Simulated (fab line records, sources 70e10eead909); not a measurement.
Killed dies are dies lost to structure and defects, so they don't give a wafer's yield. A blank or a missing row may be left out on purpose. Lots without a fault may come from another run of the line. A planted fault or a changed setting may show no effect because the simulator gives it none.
fab line records | flow nand_harc | part 1 of 2: steps 1 to 4 of 6
record lots=24 wafers=72 last_day=33
route steps=1302 shown A_STAIRCASE@705
lots that met no fault: from a run of the same line without faults
start_h: hours from the record's first day to the start of the lot's first wafer shown | wait_h: hours since the lot's step before | " the same as in the row above | L1.1+2: a row that stands for several wafers | - no value, or no start given | * or withheld: withheld | < > ~ a bound
route shown NAME@n: a module of which the file shows steps, and the number in the route of the first | usual: mean/standard deviation of fault-free wafers | same: alike in all rows | chamber/n: place in a boat | sites: the reading at each site | _std_site: their standard deviation | _edge_site: outer sites' mean less inner sites' | radius_mm: how far each site lies from the wafer's centre | mask NAME#n: copy n | behind: the tool/chamber that last shaped the wafer | hold: why the lot was held/for how many hours/how that ended | device: the transistor (n, p or np) that didn't switch | end of line: the same wafers' tests at the end of the route | a step without rows: its recipe alone | killed: dies lost to structure and defects at the first sort, not the wafer's yield | map: a wafer's dies, x killed, . not, _ none there
set.NAME: the setting as run; set.NAME@STEP: as run at that earlier step | model.NAME: the simulator's own value behind a step, which no gauge read
steps of the route over a sample of lots; a table a step, a row a wafer
services: from which hour (start_h, from the record's first day; less than 0 if before it) a tool's chamber was out of use, for how many hours, and why
## steps
# step NHARC_A_STAIRCASE_TRIM_191
# recipe time_s=211.2 o2_flow_sccm=500 ar_flow_sccm=0 bias_w=0 chemistry=O2
# usual drypump_motor_current_A=5.7/0.5 oes_product_au=1.004/0.016 rf_vpp_V=57.8/0.85 showerhead_plenum_p_Torr=3.50/0.078 throttle_valve_pct=17.036/0.0089
# columns lot.wafer tool chamber start_h wait_h drypump_motor_current_A oes_product_au rf_hours_counter_h rf_vpp_V showerhead_plenum_p_Torr throttle_valve_pct
L074.2 rie_diel-01 1 - - 4.8 0.995 49 58.4 3.51 17.032
L074.1 " 0 " " 6.3 1.016 46 57.5 3.42 17.040
L074.5 " 1 " " 4.8 0.996 - 57.5 3.51 17.026
L075.2 rie_diel-13 1 - - 5.7 1.018 5 56.8 3.44 17.031
L075.1 " 0 " " 5.4 0.992 5 56.9 3.57 17.039
L075.5 " 1 " " 5.7 1.036 - 57.1 3.44 17.036
L076.1 rie_diel-07 1 - - 6.3 1.005 29 57.8 3.62 17.032
L076.3 " 0 " " 5.6 0.995 28 57.9 3.67 17.018
L076.6 " 2 " " 6.2 1.003 - 58.2 3.45 17.030
L077.1 rie_diel-07 2 - - 6.2 1.009 34 57.8 3.45 17.041
L077.2 " 3 " " 5.0 1.017 25 56.9 3.50 17.044
L077.5 " 1 " " 6.2 1.028 - 59.6 3.61 17.027
L078.4 rie_diel-07 1 - - 6.3 1.022 37 57.5 3.61 17.034
L078.5 " 1 " " 6.3 1.034 - 58.2 3.61 17.036
L078.6 " 2 " " 6.2 0.996 - 58.2 3.45 17.049
L079.4 rie_diel-07 1 - - 6.3 1.025 40 56.6 3.61 17.048
L079.3 " 2 " " 6.2 1.006 37 57.3 3.45 17.029
L079.6 " 0 " " 5.5 0.996 - 59.6 3.67 17.045
L081.4 rie_diel-07 1 - - 6.2 1.011 48 58.3 3.61 17.035
L081.2 " 3 " " 5.0 1.006 34 57.4 3.50 17.053
L081.5 " 1 " " 6.3 1.010 - 57.5 3.61 17.035
L080.2 rie_diel-13 1 - - 5.6 1.037 27 57.3 3.43 17.050
L080.4 " 2 " " 5.9 0.995 30 56.7 3.44 17.036
L080.5 " 3 " " 6.3 0.997 - 58.1 3.48 17.045
L082.4 rie_diel-01 3 - - 5.6 1.005 15 57.3 3.47 17.043
L082.2 " 0 " " 6.3 1.019 16 58.0 3.40 17.034
L082.6 " 1 " " 4.8 0.982 - 58.5 3.49 17.054
L084.3 rie_diel-07 3 - - 5.0 1.005 42 56.9 3.49 17.040
L084.2 " 1 " " 6.3 1.016 57 57.4 3.60 17.023
L084.1 " 2 " " 6.2 0.988 53 56.7 3.44 17.035
L083.3 rie_diel-01 1 - - 4.8 0.990 22 56.3 3.49 17.029
L083.2 " 3 " " 5.6 1.021 22 59.2 3.46 17.032
L083.5 " 0 " " 6.4 1.035 - 58.5 3.40 17.044
L085.1 rie_diel-13 0 - - 5.4 1.006 36 58.1 3.55 17.031
L085.3 " 3 " " 6.2 0.998 38 56.6 3.47 17.041
L085.6 " 0 " " 5.4 1.015 - 58.2 3.55 17.027
L086.4 rie_diel-13 2 - - 5.9 0.990 47 57.7 3.43 17.043
L086.2 " 0 " " 5.4 1.000 43 57.1 3.55 17.037
L086.6 " 2 " " 5.9 0.989 - 57.3 3.43 17.032
L087.2 rie_diel-13 2 - - 6.0 0.989 51 56.3 3.43 17.024
L087.1 " 1 " " 5.7 1.031 47 58.0 3.42 17.037
L087.6 " 2 " " 5.9 0.988 - 57.2 3.43 17.039
L089.2 rie_diel-07 3 - - 5.0 1.014 5 57.5 3.49 17.038
L089.4 " 0 " " 5.6 1.007 5 58.4 3.65 17.044
L089.5 " 0 " " 5.5 1.004 - 57.3 3.65 17.042
L088.3 rie_diel-13 0 - - 5.4 0.991 55 58.9 3.54 17.031
L088.5 " 3 " " 6.3 0.979 - 57.5 3.46 17.037
L088.6 " 0 " " 5.4 0.990 - 60.2 3.54 17.041
L091.3 rie_diel-01 2 - - 5.3 1.001 36 57.4 3.51 17.038
L091.2 " 0 " " 6.3 1.035 45 57.3 3.39 17.035
L091.6 " 2 " " 5.3 1.007 - 59.3 3.51 17.049
L090.3 rie_diel-07 2 - - 6.2 1.011 12 56.9 3.43 17.038
L090.2 " 3 " " 5.0 1.005 8 58.0 3.49 17.020
L090.1 " 1 " " 6.2 0.988 11 57.7 3.59 17.030
L092.1 rie_diel-01 3 - - 5.6 1.025 50 57.3 3.45 17.032
L092.3 " 2 " " 5.3 0.998 44 58.6 3.50 17.014
L092.5 " 3 " " 5.6 1.011 - 57.3 3.45 17.038
L093.3 rie_diel-07 0 - - 5.6 1.009 19 57.2 3.65 17.035
L093.5 " 0 " " 5.5 1.000 - 59.3 3.65 17.037
L093.6 " 1 " " 6.3 1.006 - 57.4 3.59 17.027
L094.4 rie_diel-13 3 - - 6.2 0.989 5 58.8 3.46 17.050
L094.1 " 0 " " 5.4 0.982 10 57.6 3.53 17.041
L094.5 " 2 " " 5.9 0.982 - 56.9 3.42 17.056
L096.5 rie_diel-13 0 - - 5.4 0.993 - 58.2 3.53 17.052
L096.4 " 1 " " 5.7 0.999 - 57.9 3.41 17.049
L096.6 " 3 " " 6.3 0.990 - 58.5 3.45 17.036
L095.4 rie_diel-01 0 - - 6.3 1.027 1 58.9 3.38 17.034
L095.1 " 1 " " 4.8 0.986 1 57.3 3.47 17.040
L095.5 " 3 " " 5.6 1.030 - 57.4 3.44 17.037
L097.4 rie_diel-01 0 - - 6.3 1.022 5 57.9 3.38 17.033
L097.1 " 2 " " 5.3 1.003 7 58.4 3.49 17.042
L097.3 " 3 " " 5.6 1.025 6 55.6 3.44 17.037
# step NHARC_A_STAIRCASE_ETCH_192
# recipe target_depth_a=1000 time_s=40.5 ion_energy_ev=400 c4f8_flow_sccm=20 o2_flow_sccm=10 ar_flow_sccm=withheld rf_w=600 bias_w=1000 chemistry=C4F8/O2
# usual oes_product_au=0.947/0.015 rf_vpp_V=894.7/2.9
# columns lot.wafer tool chamber start_h wait_h oes_product_au rf_hours_counter_h rf_vpp_V
L074.2 rie_diel-01 0 - - 0.960 46 891.6
L074.1 " 1 " " 0.933 49 895.7
L074.5 " 2 " " 0.928 - 894.7
L075.1 rie_diel-13 1 - - 0.965 5 892.5
L075.2 " 2 " " 0.930 6 892.5
L075.5 " 1 " " 0.957 - 892.5
L076.3 rie_diel-07 1 - - 0.967 29 898.5
L076.1 " 2 " " 0.951 26 892.9
L076.6 " 2 " " 0.947 - 893.4
L077.2 rie_diel-07 2 - - 0.930 34 893.6
L077.1 " 0 " " 0.934 34 900.1
L077.5 " 2 " " 0.921 - 892.3
L078.4 rie_diel-07 3 - - 0.939 25 894.6
L078.6 " 2 " " 0.946 - 892.8
L078.5 " 3 " " 0.946 - 896.0
L079.3 rie_diel-07 0 - - 0.937 36 900.4
L079.4 " 3 " " 0.934 27 894.2
L079.6 " 1 " " 0.965 - 900.1
L081.2 rie_diel-07 3 - - 0.947 34 894.0
L081.4 " 1 " " 0.963 49 898.1
L081.5 " 3 " " 0.949 - 896.1
L080.4 rie_diel-13 1 - - 0.971 27 893.3
L080.2 " 0 " " 0.950 27 896.5
L080.5 " 1 " " 0.968 - 893.2
L082.4 rie_diel-01 0 - - 0.979 16 891.0
L082.2 " 1 " " 0.918 13 895.1
L082.6 " 0 " " 0.967 - 890.5
L084.2 rie_diel-07 3 - - 0.954 42 894.5
L084.3 " 0 " " 0.935 53 900.8
L084.1 " 2 " " 0.945 53 893.9
L083.2 rie_diel-01 3 - - 0.954 22 895.4
L083.3 " 2 " " 0.950 17 894.5
L083.5 " 3 " " 0.961 - 893.2
L085.3 rie_diel-13 1 - - 0.964 35 893.2
L085.1 " 0 " " 0.949 36 897.7
L085.6 " 1 " " 0.967 - 892.2
L086.4 rie_diel-13 0 - - 0.942 43 897.1
L086.2 " 2 " " 0.916 48 892.3
L086.6 " 0 " " 0.951 - 896.1
L087.2 rie_diel-13 3 - - 0.929 47 893.2
L087.1 " 0 " " 0.942 45 895.7
L087.6 " 2 " " 0.926 - 892.2
L089.4 rie_diel-07 3 - - 0.949 5 895.4
L089.2 " 1 " " 0.956 7 898.2
L089.5 " 0 " " 0.949 - 899.2
L088.3 rie_diel-13 1 - - 0.962 54 891.3
L088.5 " 0 " " 0.923 - 895.5
L088.6 " 1 " " 0.951 - 890.3
L091.3 rie_diel-01 3 - - 0.953 44 892.9
L091.2 " 2 " " 0.938 36 895.2
L091.6 " 3 " " 0.956 - 892.6
L090.3 rie_diel-07 2 - - 0.951 12 893.2
L090.2 " 3 " " 0.941 8 894.0
L090.1 " 0 " " 0.949 8 901.5
L092.3 rie_diel-01 0 - - 0.968 53 889.5
L092.1 " 1 " " 0.923 49 895.1
L092.5 " 1 " " 0.918 - 894.4
L093.3 rie_diel-07 1 - - 0.946 22 899.4
L093.5 " 3 " " 0.957 - 895.0
L093.6 " 0 " " 0.958 - 900.4
L094.4 rie_diel-13 2 - - 0.945 10 890.3
L094.1 " 3 " " 0.953 5 893.6
L094.5 " 0 " " 0.949 - 896.0
L096.6 rie_diel-13 1 - - 0.936 - 891.0
L096.5 " 3 " " 0.912 - 892.5
L096.4 " 0 " " 0.935 - 896.9
L095.4 rie_diel-01 2 - - 0.919 1 893.7
L095.1 " 3 " " 0.959 1 892.8
L095.5 " 1 " " 0.928 - 893.0
L097.3 rie_diel-01 3 - - 0.980 7 893.0
L097.1 " 0 " " 0.947 5 889.0
L097.4 " 2 " " 0.939 7 894.9
# step NHARC_A_STAIRCASE_ETCH_194
# recipe target_depth_a=1000 time_s=40.5 ion_energy_ev=400 c4f8_flow_sccm=20 o2_flow_sccm=10 ar_flow_sccm=withheld rf_w=600 bias_w=1000 chemistry=C4F8/O2
# usual oes_product_au=0.946/0.015 rf_vpp_V=894.7/2.9
# columns lot.wafer tool chamber start_h wait_h oes_product_au rf_hours_counter_h rf_vpp_V
L074.1 rie_diel-01 2 - - 0.933 47 895.7
L074.2 " 3 " " 0.941 43 895.3
L074.5 " 1 " " 0.922 - 894.7
L075.2 rie_diel-13 1 - - 0.957 5 891.1
L075.1 " 2 " " 0.932 6 893.3
L075.5 " 1 " " 0.959 - 894.1
L076.3 rie_diel-07 1 - - 0.971 29 898.7
L076.1 " 2 " " 0.952 26 893.1
L076.6 " 1 " " 0.963 - 899.6
L077.1 rie_diel-07 3 - - 0.935 25 895.0
L077.2 " 0 " " 0.933 34 899.8
L077.5 " 3 " " 0.937 - 895.8
L078.4 rie_diel-07 3 - - 0.941 25 894.6
L078.5 " 2 " " 0.928 - 893.9
L078.6 " 3 " " 0.931 - 894.8
L079.4 rie_diel-07 1 - - 0.944 40 898.6
L079.3 " 2 " " 0.945 37 894.7
L079.6 " 0 " " 0.941 - 901.9
L081.4 rie_diel-07 0 - - 0.953 43 902.2
L081.2 " 1 " " 0.961 49 898.6
L081.5 " 3 " " 0.950 - 895.2
L080.2 rie_diel-13 3 - - 0.942 28 894.9
L080.4 " 0 " " 0.956 27 896.8
L080.5 " 2 " " 0.932 - 892.8
L082.2 rie_diel-01 2 - - 0.948 10 894.7
L082.4 " 0 " " 0.976 17 891.3
L082.6 " 3 " " 0.962 - 892.2
L084.1 rie_diel-07 2 - - 0.940 53 892.7
L084.2 " 0 " " 0.923 53 898.9
L084.3 " 1 " " 0.956 58 899.9
L083.3 rie_diel-01 3 - - 0.961 22 892.8
L083.2 " 1 " " 0.920 22 894.8
L083.5 " 3 " " 0.959 - 894.4
L085.1 rie_diel-13 3 - - 0.930 38 894.5
L085.3 " 2 " " 0.928 39 894.9
L085.6 " 0 " " 0.941 - 897.5
L086.2 rie_diel-13 3 - - 0.943 44 895.1
L086.4 " 1 " " 0.957 44 891.8
L086.6 " 3 " " 0.956 - 893.7
L087.1 rie_diel-13 3 - - 0.930 47 892.5
L087.2 " 0 " " 0.953 46 897.7
L087.6 " 2 " " 0.932 - 892.3
L089.2 rie_diel-07 1 - - 0.945 8 898.1
L089.4 " 3 " " 0.963 5 894.0
L089.5 " 1 " " 0.946 - 898.9
L088.3 rie_diel-13 2 - - 0.922 58 891.0
L088.5 " 0 " " 0.939 - 897.3
L088.6 " 1 " " 0.950 - 891.7
L091.2 rie_diel-01 3 - - 0.949 44 892.8
L091.3 " 1 " " 0.922 40 893.7
L091.6 " 3 " " 0.953 - 892.1
L090.1 rie_diel-07 1 - - 0.942 11 898.4
L090.3 " 3 " " 0.937 8 895.5
L090.2 " 0 " " 0.952 8 900.7
L092.1 rie_diel-01 3 - - 0.950 50 893.8
L092.3 " 0 " " 0.994 53 892.2
L092.5 " 3 " " 0.950 - 894.1
L093.3 rie_diel-07 1 - - 0.943 22 898.2
L093.5 " 2 " " 0.958 - 894.0
L093.6 " 3 " " 0.967 - 894.5
L094.4 rie_diel-13 2 - - 0.941 10 892.4
L094.1 " 0 " " 0.949 10 896.2
L094.5 " 2 " " 0.939 - 891.7
L095.1 rie_diel-01 1 - - 0.943 2 894.1
L095.4 " 3 " " 0.953 1 891.9
L095.5 " 2 " " 0.935 - 895.9
L096.5 rie_diel-13 3 - - 0.906 - 892.9
L096.6 " 0 " " 0.933 - 895.1
L096.4 " 1 " " 0.939 - 890.8
L097.3 rie_diel-01 2 - - 0.943 7 893.6
L097.4 " 3 " " 0.982 7 894.8
L097.1 " 0 " " 0.980 5 890.7
# step NHARC_A_STAIRCASE_TRIM_198
# recipe time_s=211.2 o2_flow_sccm=500 ar_flow_sccm=0 bias_w=0 chemistry=O2
# usual drypump_motor_current_A=5.6/0.49 oes_product_au=1.007/0.015 rf_vpp_V=57.7/0.89 showerhead_plenum_p_Torr=3.50/0.08 throttle_valve_pct=17.036/0.0078
# columns lot.wafer tool chamber start_h wait_h drypump_motor_current_A oes_product_au rf_hours_counter_h rf_vpp_V showerhead_plenum_p_Torr throttle_valve_pct
L074.1 rie_diel-07 1 - - 6.3 1.012 24 56.2 3.62 17.037
L074.2 " 3 " " 5.0 1.021 12 57.4 3.51 17.043
L074.5 " 1 " " 6.3 1.007 - 59.6 3.62 17.038
L075.2 rie_diel-01 3 - - 5.7 1.013 50 57.1 3.48 17.041
L075.1 " 0 " " 6.3 1.036 52 55.7 3.41 17.037
L075.5 " 2 " " 5.2 1.006 - 59.0 3.53 17.039
L076.3 rie_diel-07 0 - - 5.6 0.997 28 59.0 3.67 17.032
L076.1 " 1 " " 6.3 1.021 29 58.2 3.62 17.030
L076.6 " 3 " " 5.0 1.013 - 57.1 3.51 17.028
L077.2 rie_diel-01 0 - - 6.3 1.029 0 58.5 3.41 17.038
L077.1 " 2 " " 5.2 1.010 0 56.4 3.53 17.034
L077.5 " 2 " " 5.3 1.008 - 56.6 3.53 17.027
L078.6 rie_diel-01 0 - - 6.3 1.025 - 58.9 3.41 17.043
L078.4 " 2 " " 5.3 1.011 - 56.9 3.53 17.027
L078.5 " 3 " " 5.7 1.016 - 57.7 3.47 17.043
L079.4 rie_diel-13 1 - - 5.7 1.017 17 57.6 3.44 17.023
L079.3 " 2 " " 5.9 0.983 20 57.7 3.44 17.038
L079.6 " 0 " " 5.4 1.002 - 56.3 3.56 17.025
L081.4 rie_diel-01 3 - - 5.6 1.022 14 57.0 3.47 17.036
L081.2 " 1 " " 4.9 0.983 11 57.7 3.49 17.045
L081.5 " 3 " " 5.6 1.011 - 59.6 3.47 17.020
L080.4 rie_diel-13 0 - - 5.4 1.009 27 57.5 3.55 17.027
L080.2 " 3 " " 6.3 0.990 28 58.4 3.48 17.036
L080.5 " 0 " " 5.4 1.017 - 58.2 3.56 17.034
L082.2 rie_diel-07 3 - - 5.0 1.017 36 58.2 3.50 17.043
L082.4 " 1 " " 6.3 1.008 50 58.4 3.61 17.038
L082.6 " 0 " " 5.5 1.000 - 57.8 3.67 17.037
L084.3 rie_diel-13 0 - - 5.4 1.006 36 57.5 3.55 17.039
L084.1 " 1 " " 5.7 1.033 34 57.8 3.43 17.048
L084.2 " 2 " " 5.9 0.985 38 57.9 3.43 17.016
L083.3 rie_diel-01 2 - - 5.2 1.005 17 57.8 3.52 17.036
L083.2 " 0 " " 6.3 1.032 25 57.1 3.40 17.036
L083.5 " 1 " " 4.8 0.984 - 56.6 3.49 17.036
L085.1 rie_diel-07 3 - - 5.0 1.003 43 57.8 3.49 17.033
L085.3 " 2 " " 6.2 0.996 54 56.3 3.44 17.031
L085.6 " 0 " " 5.5 0.995 - 57.3 3.66 17.053
L086.4 rie_diel-01 3 - - 5.7 1.002 32 56.8 3.46 17.032
L086.2 " 1 " " 4.8 0.978 30 58.2 3.48 17.046
L086.6 " 2 " " 5.2 1.012 - 57.2 3.51 17.035
L087.1 rie_diel-07 1 - - 6.3 1.023 1 59.6 3.60 17.036
L087.2 " 2 " " 6.2 1.013 2 57.7 3.44 17.029
L087.6 " 1 " " 6.3 1.017 - 58.9 3.60 17.019
L089.2 rie_diel-07 0 - - 5.5 1.000 6 58.4 3.65 17.041
L089.4 " 1 " " 6.3 0.999 8 58.4 3.60 17.030
L089.5 " 0 " " 5.6 0.999 - 58.1 3.65 17.044
L088.3 rie_diel-01 3 - - 5.6 1.011 44 56.9 3.45 17.039
L088.6 " 1 " " 4.9 0.990 - 58.5 3.48 17.052
L088.5 " 2 " " 5.2 0.994 - 57.3 3.51 17.035
L091.3 rie_diel-07 0 - - 5.6 1.010 8 56.6 3.65 17.033
L091.2 " 2 " " 6.2 1.009 12 58.5 3.43 17.027
L091.6 " 0 " " 5.5 1.015 - 58.8 3.65 17.037
L090.3 rie_diel-01 1 - - 4.8 0.983 41 56.9 3.48 17.041
L090.2 " 2 " " 5.2 1.002 37 57.3 3.51 17.035
L090.1 " 0 " " 6.3 1.037 46 57.5 3.39 17.032
L092.3 rie_diel-01 3 - - 5.6 1.022 51 57.6 3.45 17.043
L092.1 " 0 " " 6.3 1.038 53 58.2 3.38 17.042
L092.5 " 0 " " 6.3 1.028 - 57.1 3.38 17.020
L093.3 rie_diel-07 3 - - 5.0 1.008 19 57.6 3.48 17.029
L093.6 " 2 " " 6.2 1.002 - 57.8 3.42 17.031
L093.5 " 3 " " 5.0 0.999 - 58.0 3.48 17.033
L094.1 rie_diel-13 3 - - 6.3 0.972 5 58.0 3.46 17.043
L094.4 " 0 " " 5.4 0.993 10 57.6 3.53 17.050
L094.5 " 2 " " 5.9 0.994 - 56.1 3.42 17.044
L095.4 rie_diel-01 0 - - 6.4 1.010 1 57.6 3.38 17.027
L095.1 " 1 " " 4.8 0.986 2 57.3 3.47 17.031
L095.5 " 3 " " 5.6 1.022 - 57.4 3.44 17.042
L096.6 rie_diel-13 0 - - 5.4 0.989 - 57.4 3.53 17.023
L096.4 " 1 " " 5.7 0.999 - 56.7 3.41 17.036
L096.5 " 3 " " 6.3 0.978 - 58.3 3.45 17.028
L097.3 rie_diel-01 3 - - 5.6 1.038 7 56.5 3.44 17.045
L097.1 " 0 " " 6.3 1.029 5 59.7 3.38 17.026
L097.4 " 1 " " 4.8 0.987 5 58.0 3.46 17.027
